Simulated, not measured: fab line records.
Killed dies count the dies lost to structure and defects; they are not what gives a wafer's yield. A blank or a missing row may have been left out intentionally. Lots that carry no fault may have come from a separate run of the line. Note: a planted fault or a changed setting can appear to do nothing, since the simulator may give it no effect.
A struck lot beside a sound one || flow n5_finfet || 39 out of 1938 route steps
Sound: wafers L644.2, L644.4, L644.5. Struck: wafer L663.4. (L663.2, L663.3 of the same lot were not struck and are left out.) The cause comes at the end.
For every step that has rows: the tool of each side, followed by ch and its chambers, followed by its first start. Under that, the readings that differ: sound wafers || struck wafers || difference of the means || sigmas: that difference in standard deviations of wafers without a fault.
alike: readings with means less than 2 such deviations apart, plus words and numbers identical on both sides. not compared: withheld readings, readings lacking a value on some wafer, bounds such as >300 that could conceal the same value, and numbers that have no deviation in the record and whose values overlap.
Wherever a step has rows on one side only, a row that says differs or no value, or a row with sigmas, the two part there. Non-overlapping numbers with no deviation appear without sigmas and do not part them. Lack of a reading on every wafer of one side parts them only where that side has two or more wafers.

first, 2 steps without rows for these wafers: N5_FIN_CUT_PRECLEAN_35 (cleans in vHF, time 13.3 s); N5_FIN_CUT_CUT_ETCH_15 (etches Si in HBr/Cl2/O2, target depth 100 nm, bt time 10 s, time 42.4 s).
N5_FIN_CUT_CUT_ETCH_28: etches Si in HBr/Cl2/O2, target depth 6 nm, time 2.4 s.
  sound on rie_si-05 ch 0,2,3, day 2 10:52; struck on rie_si-05 ch 1, day 7 06:26
  alike: drypump_motor_current_A, oes_product_au, throttle_valve_pct
  not compared: rf_hours_counter_h
N5_FIN_CUT_STRIP_22: strips in N2/H2.
  sound on rie_diel-04 ch 0,1,3, day 2 10:55; struck on rie_diel-02 ch 2, day 7 06:34
{"reading": "temp_c (C)", "sound": "40.18 40.23 39.99", "struck": 39.91, "difference": -0.22, "sigmas": -2}
  alike: drypump_motor_current_A, oes_product_au, rf_vpp_V, showerhead_plenum_p_Torr, throttle_valve_pct
  not compared: rf_hours_counter_h
then, 3 steps without rows for these wafers: N5_FIN_CUT_PRECLEAN_36 (cleans in O3/DIW, time 60 s); N5_FIN_CUT_SRD_32 (time 30 s); N5_FIN_CUT_UV_OZONE_34 (time 120 s).
N5_FIN_CUT_INSPECT_17: inspects for defects (brightfield).
  struck on defect_inspect-01, day 7 06:43; sound on defect_inspect-01, day 2 11:05
  alike: raw_defect_count
then, 1 step without rows for these wafers: N5_STI_FIN_REVEAL_ALD_00 (deposits SiO2, target thk 1 nm, pulse time 1 s).
N5_STI_FIN_REVEAL_ALD_14: deposits Si3N4, target thk 3 nm.
  sound on ald_sin-01 ch 0,1,2, day 2 11:10; struck on ald_sin-01 ch 2, day 7 07:05
  alike: heater_power_w
  not compared: since_wet_clean_h
then, 2 steps without rows for these wafers: N5_STI_FIN_REVEAL_FCVD_FILL_01 (material SiO2 flowable, target thk 312 nm, time 512.2 s); N5_STI_FIN_REVEAL_DENSIFY_02 (time 1800 s).
N5_STI_FIN_REVEAL_CMP_04: polishes, stops on Si3N4, t overpolish 4 s, target thk 131.83 nm.
  sound on cmp-02 ch 0,1,2, day 2 16:16; struck on cmp-04 ch 1, day 7 12:08
{"reading": "platen_rpm (rpm)", "sound": "54.22 54.21 54.20", "struck": 54.09, "difference": -0.12, "sigmas": -3}
{"reading": "slurry_flow_ml_min", "sound": "149.3 150.4 149.6", "struck": 151.2, "difference": "+1.4", "sigmas": "+3"}
  alike: motor_current_A, overpolish_run_s, slurry_filter_dp_kPa, time_to_endpoint_s
N5_STI_FIN_REVEAL_THK_MEAS_05:
  struck on film_metro-02, day 7 12:25; sound on film_metro-02, day 2 16:31
  alike: thk_nm
after that, 1 step had no rows for these wafers: N5_STI_FIN_REVEAL_DENSIFY_30.
N5_STI_FIN_REVEAL_ETCHBACK_08: etches SiO2 in C4F6/O2, target depth 30.5 nm, time 10.167 s.
  sound on rie_diel-05 ch 0,3, day 2 16:45; struck on rie_diel-05 ch 0, day 7 12:43
  alike: drypump_motor_current_A, oes_product_au, rf_vpp_V, showerhead_plenum_p_Torr, throttle_valve_pct
  not compared: rf_hours_counter_h
then, 8 steps without rows for these wafers: N5_STI_FIN_REVEAL_STRIP_24 (strips in N2/H2, time 90 s); N5_STI_FIN_REVEAL_PRECLEAN_25 (cleans in SPM, time 90 s); N5_STI_FIN_REVEAL_PRECLEAN_26 (cleans in SC1, time 45 s); N5_STI_FIN_REVEAL_PRECLEAN_29 (cleans in DHF, time 30 s); N5_STI_FIN_REVEAL_SRD_12 (time 30 s); N5_STI_FIN_REVEAL_RECESS_09 (chemistry HF/NH3, target SiO2, afs cycles 11, target depth 42.5 nm, sublimation time 60 s); N5_STI_FIN_REVEAL_STRIP_16 (strips SiNx in H3PO4, target depth 23.8 nm); N5_STI_FIN_REVEAL_PRECLEAN_17 (cleans in NF3:NH3, afs cycles 1, time 20 s, sublimation time 60 s).
N5_STI_FIN_REVEAL_ETCH_34: etches Si in H2, material Si, target depth 0.97 nm.
  sound on rie_si-04 ch 0,1,2, day 2 19:05; struck on rie_si-02 ch 1, day 7 15:04
  alike: drypump_motor_current_A, oes_product_au, temp_c, throttle_valve_pct
  not compared: rf_hours_counter_h
then, 7 steps without rows for these wafers: N5_STI_FIN_REVEAL_OXIDATION_31 (chemistry O2 PLASMA REMOTE, time 20 s); N5_STI_FIN_REVEAL_PRECLEAN_32 (cleans in NF3:NH3, afs cycles 1, time 20 s, sublimation time 60 s); N5_STI_FIN_REVEAL_STRIP_35 (strips Si3N4 in H3PO4, target depth 4 nm, time 39 s); N5_STI_FIN_REVEAL_SRD_21 (time 30 s); N5_STI_FIN_REVEAL_OXIDATION_33 (chemistry O2 PLASMA REMOTE, time 20 s); N5_STI_FIN_REVEAL_CLEAN_19 (cleans in O3/DIW, time 120 s); N5_STI_FIN_REVEAL_SRD_23 (time 30 s).
N5_STI_FIN_REVEAL_CD_MEAS_22: target cd 6.238 nm, pitch 28 nm.
  struck on cd_sem-03, day 7 15:38; sound on cd_sem-01, day 2 19:41
{"reading": "cd_nm (nm)", "sound": "5.93 6.20 5.70", "struck": 6.58, "difference": "+0.64", "sigmas": "+2"}
N5_STI_FIN_REVEAL_FIN_H_MEAS_10:
  struck on ocd-02, day 7 15:40; sound on ocd-02, day 2 19:43
{"reading": "trench_depth_nm (nm)", "sound": "52.3 52.7 51.9", "struck": 50.2, "difference": -2.1, "sigmas": -3}
then, 2 steps without rows for these wafers: N5_STI_FIN_REVEAL_PRECLEAN_18 (cleans in SC2, time 45 s); N5_STI_FIN_REVEAL_SRD_28 (time 30 s).
N5_STI_FIN_REVEAL_INSPECT_13: inspects for defects (darkfield).
  struck on defect_inspect-01, day 7 15:45; sound on defect_inspect-01, day 2 19:47
{"reading": "raw_defect_count", "sound": "9 6 6", "struck": 1250, "difference": "+1243", "sigmas": "+99 or more"}
then, 1 step without rows for these wafers: N5_DUMMY_GATE_PRECLEAN_00 (cleans in O3/DIW, time 60 s).
-- the record jumps here: 10 days lie between the struck wafers' starts before and after (it left off in module DUMMY_GATE and takes up again in module PASSIVATION, whose first step shown is number 1936 of the route) --
N5_PASSIVATION_PROBE_49:
  struck on prober-01, day 17 13:25; sound on prober-02, day 12 13:46
{"reading": "killed_at_M0_to_M3", "sound": "29 69 36", "struck": 16, "difference": -29, "sigmas": -3}
{"reading": "killed_at_front_end", "sound": "26 28 47", "struck": 755, "difference": "+721", "sigmas": "+52"}
{"reading": "killed_dies", "sound": "84 118 110", "struck": 785, "difference": "+681", "sigmas": "+40"}
{"reading": "killed_on_rim", "sound": "12 18 16", "struck": 107, "difference": "+92", "sigmas": "+23"}
{"reading": "killed_open", "sound": "54 79 67", "struck": 29, "difference": -38, "sigmas": -3}
{"reading": "killed_short", "sound": "30 35 42", "struck": 20, "difference": -16, "sigmas": -2}
  alike: killed_at_M4_up, killed_at_contacts, killed_at_other

WHERE THEY PART
Earliest at N5_FIN_CUT_STRIP_22; latest, in this record, at N5_PASSIVATION_PROBE_49.

WHY: whatever the simulator had introduced
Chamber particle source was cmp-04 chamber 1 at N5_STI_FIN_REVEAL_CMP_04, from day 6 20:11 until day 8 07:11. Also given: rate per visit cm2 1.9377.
